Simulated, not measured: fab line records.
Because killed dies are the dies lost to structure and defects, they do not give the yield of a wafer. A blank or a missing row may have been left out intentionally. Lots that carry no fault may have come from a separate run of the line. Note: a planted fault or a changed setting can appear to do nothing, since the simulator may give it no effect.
One fault through the eyes of 3 desks || flow n5 finfet || every desk sees just its own numbers, and what lay behind them comes last

THE DEFECT DESK
For each lot, the counts of the inspections along the route, averaged over the sampled wafers that have a number. Marked OUT: a lot whose mean sits more than 4 standard deviations from the usual mean, which makes it out of limits; the brackets give that distance.
Columns: A = raw defect count at N5_BEOL_M8_INSPECT_58, usual 69; B = raw defect count at N5_BEOL_M9_INSPECT_13, usual 411
{"lot": "L496", "first seen here": "day 15 09:25", "A": 107, "B": 396}
{"lot": "L499", "first seen here": "day 15 16:41", "A": 62, "B": 483}
{"lot": "L498", "first seen here": "day 16 15:10", "A": 88, "B": 348}
{"lot": "L495", "first seen here": "day 17 00:46", "A": 77, "B": 374}
{"lot": "L508", "first seen here": "day 19 10:32", "A": "873 (+34) OUT", "B": "1157 (+7.6) OUT"}
{"lot": "L507", "first seen here": "day 19 12:16", "A": "818 (+31) OUT", "B": "1187 (+7.9) OUT"}
{"lot": "L509", "first seen here": "day 19 19:58", "A": 44, "B": 615}
{"lot": "L510", "first seen here": "day 19 21:26", "A": 76, "B": 455}
{"lot": "L514", "first seen here": "day 20 20:43", "A": 92, "B": 530}
{"lot": "L516", "first seen here": "day 20 21:32", "A": 72, "B": 467}
{"lot": "L515", "first seen here": "day 21 16:49", "A": 42, "B": 203}
This desk finds L507, L508 out of limits, L508 being first, at day 19 10:32 (raw defect count at N5_BEOL_M8_INSPECT_58). In limits: L496, L499, L498, L495, L509, L510, L514, L516, L515.

METROLOGY DESK
Lot by lot, what the gauges showed, no matter which tool ran the lot: averages of those sampled wafers that carry a number. Marked OUT: a lot whose mean sits more than 4 standard deviations from the usual mean, which makes it out of limits; the brackets give that distance.
Columns: A = trench depth nm at N5_BEOL_M8_OCD_MEAS_38, usual 93.1 nm; B = M8_THK at N5_BEOL_M8_THK_MEAS_53, usual 78.0 nm
{"lot": "L496", "first seen here": "day 15 07:09", "A": 92.4, "B": 77.4}
{"lot": "L499", "first seen here": "day 15 13:05", "A": 96.8, "B": 81.5}
{"lot": "L498", "first seen here": "day 16 12:33", "A": 94.3, "B": 80.3}
{"lot": "L495", "first seen here": "day 16 21:59", "A": 91.5, "B": 77.3}
{"lot": "L508", "first seen here": "day 19 05:41", "A": 89.5, "B": 73.9}
{"lot": "L507", "first seen here": "day 19 09:38", "A": 91.1, "B": 77.0}
{"lot": "L509", "first seen here": "day 19 16:15", "A": 91.5, "B": 76.4}
{"lot": "L510", "first seen here": "day 19 18:28", "A": 90.7, "B": 74.2}
{"lot": "L514", "first seen here": "day 20 17:13", "A": 93.0, "B": 78.9}
{"lot": "L516", "first seen here": "day 20 18:48", "A": 93.2, "B": 76.3}
{"lot": "L515", "first seen here": "day 21 12:47", "A": 93.2, "B": 77.2}
This desk's finding: nothing out of limits on any of the 11 lots.

TOOL OWNER'S DESK, pecvd-02
The tool's own readings at N5_BEOL_M8_DEP_56 (deposits SiCN from 3MS/NH3, target thk 10 nm, time 17.5 s): means of the sampled wafers that have a number, for each lot that ran on this tool. Marked OUT: a lot whose mean sits more than 4 standard deviations from the usual mean, which makes it out of limits; the brackets give that distance.
Columns: A = chamber pressure Torr at N5_BEOL_M8_DEP_56, usual 3.001 Torr; B = showerhead plenum p Torr at N5_BEOL_M8_DEP_56, usual 3.667 Torr; C = throttle valve pct at N5_BEOL_M8_DEP_56, usual 8.8 %
{"lot": "L508", "first seen here": "day 19 10:25", "A": 3.000, "B": 3.659, "C": 8.5}
{"lot": "L507", "first seen here": "day 19 12:09", "A": 2.993, "B": 3.653, "C": 8.8}
This desk's finding: nothing out of limits on any of the 2 lots.

BROUGHT TOGETHER
The defect desk could have raised an alarm at day 19 10:32, on L507, L508.
The metrology desk saw nothing out of limits.
The desk of the tool owner found nothing out of limits.
The metrology desk holds a record of L507, L508, inside its limits.
On record at the tool owner's desk: L507, L508, within its limits.
On pecvd-02, each named lot ran N5_BEOL_M8_DEP_56.

WHAT THE SIMULATOR PUT IN
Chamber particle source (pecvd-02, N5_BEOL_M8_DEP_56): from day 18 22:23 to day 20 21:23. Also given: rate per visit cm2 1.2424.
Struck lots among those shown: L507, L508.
Hours from the fault's start to each desk's first reading out of limits: the defect desk, 12.
